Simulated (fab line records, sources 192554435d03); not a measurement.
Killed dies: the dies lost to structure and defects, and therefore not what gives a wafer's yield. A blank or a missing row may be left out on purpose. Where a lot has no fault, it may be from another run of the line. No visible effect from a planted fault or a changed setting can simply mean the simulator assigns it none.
Split-lot trial :: flow n5-finfet :: route with 1938 steps; 7 lots, 21 wafers read

== THE SPLIT ITSELF ==
At N5_FIN_CUT_ETCH_21 (etches SOC in N2/H2, target depth 219 nm, overetch 43.8 nm, time 523.5 s), the setting time-s was moved away from the recipe's 523.5 s on 9 of the 21 wafers read, by -20.7% to +7.6%. The other wafers ran this setting at the recipe's value.

The reading comes from the split's own step.

== THE READING ==
SiARC_of_FIN_CUT_COAT_19.thk-nm (the simulator's own value, which no gauge read), in nm, at N5_FIN_CUT_ETCH_21 (etches SOC in N2/H2, target depth 219 nm, overetch 43.8 nm, time 523.5 s). The file gives no usual value for it. Across the 12 wafers here that went through the recipe, the average is 11.7 nm and the standard deviation 0.15 nm.

wafer: L074.2
tool, chamber at the split: rie-diel-02, 1
time-s as run, s: 415
against the recipe: -20.7%
SiARC_of_FIN_CUT_COAT_19.thk-nm, nm: 13.6
against lot-mates on the recipe: +2.0

wafer: L074.5
tool, chamber at the split: rie-diel-02, 3
time-s as run, s: 523.5
against the recipe: recipe
SiARC_of_FIN_CUT_COAT_19.thk-nm, nm: 11.6
against lot-mates on the recipe: -

wafer: L074.6
tool, chamber at the split: rie-diel-02, 2
time-s as run, s: 415
against the recipe: -20.7%
SiARC_of_FIN_CUT_COAT_19.thk-nm, nm: 13.8
against lot-mates on the recipe: +2.2

wafer: L076.2
tool, chamber at the split: rie-diel-03, 1
time-s as run, s: 489.2
against the recipe: -6.6%
SiARC_of_FIN_CUT_COAT_19.thk-nm, nm: 12.6
against lot-mates on the recipe: no lot-mate on the recipe

wafer: L076.3
tool, chamber at the split: rie-diel-03, 0
time-s as run, s: 489.2
against the recipe: -6.6%
SiARC_of_FIN_CUT_COAT_19.thk-nm, nm: 12.8
against lot-mates on the recipe: no lot-mate on the recipe

wafer: L076.5
tool, chamber at the split: rie-diel-03, 2
time-s as run, s: 489.2
against the recipe: -6.6%
SiARC_of_FIN_CUT_COAT_19.thk-nm, nm: 13
against lot-mates on the recipe: no lot-mate on the recipe

wafer: L078.1
tool, chamber at the split: rie-diel-02, 0
time-s as run, s: 523.5
against the recipe: recipe
SiARC_of_FIN_CUT_COAT_19.thk-nm, nm: 11.8
against lot-mates on the recipe: -

wafer: L078.2
tool, chamber at the split: rie-diel-02, 3
time-s as run, s: 523.5
against the recipe: recipe
SiARC_of_FIN_CUT_COAT_19.thk-nm, nm: 11.8
against lot-mates on the recipe: -

wafer: L078.6
tool, chamber at the split: rie-diel-02, 3
time-s as run, s: 563.3
against the recipe: +7.6%
SiARC_of_FIN_CUT_COAT_19.thk-nm, nm: 11.2
against lot-mates on the recipe: -0.6

wafer: L085.4
tool, chamber at the split: rie-diel-01, 1
time-s as run, s: 523.5
against the recipe: recipe
SiARC_of_FIN_CUT_COAT_19.thk-nm, nm: 11.8
against lot-mates on the recipe: -

wafer: L085.5
tool, chamber at the split: rie-diel-01, 3
time-s as run, s: 417.9
against the recipe: -20.2%
SiARC_of_FIN_CUT_COAT_19.thk-nm, nm: 13.4
against lot-mates on the recipe: +1.6

wafer: L085.6
tool, chamber at the split: rie-diel-01, 2
time-s as run, s: 417.9
against the recipe: -20.2%
SiARC_of_FIN_CUT_COAT_19.thk-nm, nm: 13.4
against lot-mates on the recipe: +1.6

wafer: L089.3
tool, chamber at the split: rie-diel-01, 3
time-s as run, s: 523.5
against the recipe: recipe
SiARC_of_FIN_CUT_COAT_19.thk-nm, nm: 11.8
against lot-mates on the recipe: -

wafer: L089.4
tool, chamber at the split: rie-diel-01, 0
time-s as run, s: 523.5
against the recipe: recipe
SiARC_of_FIN_CUT_COAT_19.thk-nm, nm: 11.4
against lot-mates on the recipe: -

wafer: L089.5
tool, chamber at the split: rie-diel-01, 2
time-s as run, s: 559.4
against the recipe: +6.9%
SiARC_of_FIN_CUT_COAT_19.thk-nm, nm: 11.4
against lot-mates on the recipe: -0.2

wafer: L092.3
tool, chamber at the split: rie-diel-01, 1
time-s as run, s: 523.5
against the recipe: recipe
SiARC_of_FIN_CUT_COAT_19.thk-nm, nm: 11.8
against lot-mates on the recipe: -

wafer: L092.4
tool, chamber at the split: rie-diel-01, 3
time-s as run, s: 523.5
against the recipe: recipe
SiARC_of_FIN_CUT_COAT_19.thk-nm, nm: 12
against lot-mates on the recipe: -

wafer: L092.6
tool, chamber at the split: rie-diel-01, 0
time-s as run, s: 523.5
against the recipe: recipe
SiARC_of_FIN_CUT_COAT_19.thk-nm, nm: 11.6
against lot-mates on the recipe: -

wafer: L094.1
tool, chamber at the split: rie-diel-01, 2
time-s as run, s: 523.5
against the recipe: recipe
SiARC_of_FIN_CUT_COAT_19.thk-nm, nm: 11.8
against lot-mates on the recipe: -

wafer: L094.2
tool, chamber at the split: rie-diel-01, 1
time-s as run, s: 523.5
against the recipe: recipe
SiARC_of_FIN_CUT_COAT_19.thk-nm, nm: 11.6
against lot-mates on the recipe: -

wafer: L094.6
tool, chamber at the split: rie-diel-01, 3
time-s as run, s: 523.5
against the recipe: recipe
SiARC_of_FIN_CUT_COAT_19.thk-nm, nm: 11.6
against lot-mates on the recipe: -

THE FIT
A straight line over all 21 wafers: SiARC_of_FIN_CUT_COAT_19.thk-nm changes by -0.0887 nm for each +1% of time-s; r = -0.96; the points scatter about the line by 0.24 nm.
The same after taking each lot's own level away (the mean of its wafers on the recipe; 18 wafers): -0.0871 nm for each +1%; r = -0.98; scatter 0.19 nm.
On that fit, the largest move of time-s shifts the reading by 1.8 nm.
The lots' own levels span 11.60 to 11.80 nm, that is 1.3 times the standard deviation above.
The two slopes are in agreement: the lot-to-lot level therefore moves the slope only a little.
Check: +1.8 nm against its lot-mates is what the line predicts for one of the wafers moved furthest among these (-20.7%) when that wafer is left out of the fit. It came out at +2 nm against them.

== THESE WAFERS: OTHER SPLITS ==
Note: prior to the reading, these wafers also went through further splits. Each is held against what the fit with the lots' levels taken away leaves over:
other split on the same wafers: N5_WELL_APT_PEB_23 peb-time-s
wafers away from the commonest value: 5
r with SiARC_of_FIN_CUT_COAT_19.thk-nm (lot level and that fit taken away): +0.26

other split on the same wafers: N5_WELL_APT_DEVELOP_24 develop-time-s
wafers away from the commonest value: 5
r with SiARC_of_FIN_CUT_COAT_19.thk-nm (lot level and that fit taken away): +0.47

other split on the same wafers: N5_FIN_SAQP_HM_DEP_72 time-s
wafers away from the commonest value: 13
r with SiARC_of_FIN_CUT_COAT_19.thk-nm (lot level and that fit taken away): +0.34

other split on the same wafers: N5_FIN_SAQP_COAT_50 spin-rpm
wafers away from the commonest value: 5
r with SiARC_of_FIN_CUT_COAT_19.thk-nm (lot level and that fit taken away): -0.04

== THE WHOLE CHAIN: every reading that the file lists as answering this split, in the file's order ==
step: N5_FIN_CUT_ETCH_21
what it does: etches SOC in N2/H2, target depth 219 nm, overetch 43.8 nm, time 523.5 s
reading: etch.depth-nm (the simulator's own value, which no gauge read)
change (the file's fit): +1.06 nm for each +1% of the setting
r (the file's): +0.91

step: N5_FIN_CUT_ETCH_21
what it does: etches SOC in N2/H2, target depth 219 nm, overetch 43.8 nm, time 523.5 s
reading: SiARC_of_FIN_CUT_COAT_19.thk-nm (the simulator's own value, which no gauge read)
change (the file's fit): -0.0868 nm for each +1% of the setting
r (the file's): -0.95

== FILE'S OWN FIT ==
SiARC_of_FIN_CUT_COAT_19.thk-nm changes by -0.0868 nm for each +1% of time-s, r = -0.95.
